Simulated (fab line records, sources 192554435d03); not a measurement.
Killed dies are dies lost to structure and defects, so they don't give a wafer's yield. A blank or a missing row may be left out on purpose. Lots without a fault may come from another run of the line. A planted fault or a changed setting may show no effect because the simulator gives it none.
Split-lot experiment | flow n5_finfet | 7 lots, 21 wafers read, on a route of 1938 steps

THE SPLIT
At N5_GATE_CUT_COAT_35 (time 60 s, resist thk 10 nm), the setting spin_rpm was moved away from the recipe's 1500 rpm on 4 of the 21 wafers read, by -7.4% to +6.8%. The other wafers ran this setting at the recipe's value.

FROM THE SPLIT TO THE READING: what the file shows between them, 4 steps
- N5_GATE_CUT_COAT_27: time 60 s, resist thk 10 nm
- N5_GATE_CUT_COAT_07: resist thk 30 nm
- N5_GATE_CUT_DESCUM_18: chemistry O2, time 7 s
- N5_GATE_CUT_ETCH_28: etches underlayer in N2/H2, target depth 13 nm, time 10.4 s

THE READING
etch.depth_nm (the simulator's own value, which no gauge read), in nm, at N5_GATE_CUT_ETCH_36 (etches SiARC in CF4, target depth 13 nm, time 21.7 s). The file gives no usual value for it. The 17 wafers here that ran the recipe average 9.996 nm, standard deviation 0.025 nm.

wafer  | tool, chamber at the split | spin_rpm as run, rpm | against the recipe | etch.depth_nm, nm | against lot-mates on the recipe
L075.1 | litho_track-01, 0          | 1500                 | recipe             | 9.988             | -
L075.2 | litho_track-01, 0          | 1500                 | recipe             | 9.953             | -
L075.3 | litho_track-01, 0          | 1500                 | recipe             | 9.972             | -
L076.3 | litho_track-03, 0          | 1500                 | recipe             | 9.961             | -
L076.4 | litho_track-03, 0          | 1389                 | -7.4%              | 10.34             | +0.379
L076.5 | litho_track-03, 0          | 1389                 | -7.4%              | 10.39             | +0.429
L087.1 | litho_track-03, 0          | 1500                 | recipe             | 9.969             | -
L087.5 | litho_track-03, 0          | 1500                 | recipe             | 9.993             | -
L087.6 | litho_track-03, 0          | 1500                 | recipe             | 9.966             | -
L090.2 | litho_track-03, 0          | 1500                 | recipe             | 10.02             | -
L090.5 | litho_track-03, 0          | 1602                 | +6.8%              | 9.687             | -0.322
L090.6 | litho_track-03, 0          | 1500                 | recipe             | 9.998             | -
L092.2 | litho_track-04, 0          | 1500                 | recipe             | 10.03             | -
L092.3 | litho_track-04, 0          | 1436                 | -4.3%              | 10.23             | +0.205
L092.6 | litho_track-04, 0          | 1500                 | recipe             | 10.02             | -
L093.1 | litho_track-03, 0          | 1500                 | recipe             | 10.01             | -
L093.2 | litho_track-03, 0          | 1500                 | recipe             | 10.03             | -
L093.6 | litho_track-03, 0          | 1500                 | recipe             | 9.998             | -
L094.2 | litho_track-01, 0          | 1500                 | recipe             | 10.03             | -
L094.4 | litho_track-01, 0          | 1500                 | recipe             | 9.989             | -
L094.6 | litho_track-01, 0          | 1500                 | recipe             | 10.01             | -

THE FIT
A straight line over all 21 wafers: etch.depth_nm changes by -0.049 nm for each +1% of spin_rpm; r = -0.98; the points scatter about the line by 0.026 nm.
The same after taking each lot's own level away (the mean of its wafers on the recipe; 21 wafers): -0.0518 nm for each +1%; r = -0.99; scatter 0.018 nm.
On that fit, the largest move of spin_rpm shifts the reading by 0.38 nm.
The lots' own levels span 9.9610 to 10.0250 nm, that is 2.6 times the standard deviation above.
So the lot-to-lot level changes the slope little: the two slopes agree.
Check: with one of the wafers moved furthest among these (-7.4%) left out of the fit, the line predicts +0.389 nm for it against its lot-mates. It came out at +0.379 nm against them.

OTHER SPLITS ON THESE WAFERS
These wafers also went through other splits before the reading. Each is held against what the fit with the lots' levels taken away leaves over:
other split on the same wafers | wafers away from the commonest value | r with etch.depth_nm (lot level and that fit taken away)
N5_SD_EPI_P_PEB_07 peb_time_s  | 10                                   | +0.32
N5_SDB_ETCH_18 source_w        | 7                                    | +0.21
N5_HKMG_FIN_ETCH_54 source_w   | 9                                    | -0.20
N5_HKMG_FIN_ETCH_55 time_s     | 7                                    | -0.20

THE WHOLE CHAIN: every reading that the file lists as answering this split, in the file's order
step                | what it does                                         | reading                                                                           | change (the file's fit)                | r (the file's)
N5_GATE_CUT_COAT_35 | time 60 s, resist thk 10 nm                          | SiARC_of_GATE_CUT_COAT_35.thk_nm (the simulator's own value, which no gauge read) | -0.0548 nm for each +1% of the setting | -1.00
N5_GATE_CUT_ETCH_36 | etches SiARC in CF4, target depth 13 nm, time 21.7 s | etch.depth_nm (the simulator's own value, which no gauge read)                    | -0.0507 nm for each +1% of the setting | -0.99

THE FILE'S OWN FIT
etch.depth_nm changes by -0.0507 nm for each +1% of spin_rpm, r = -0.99.
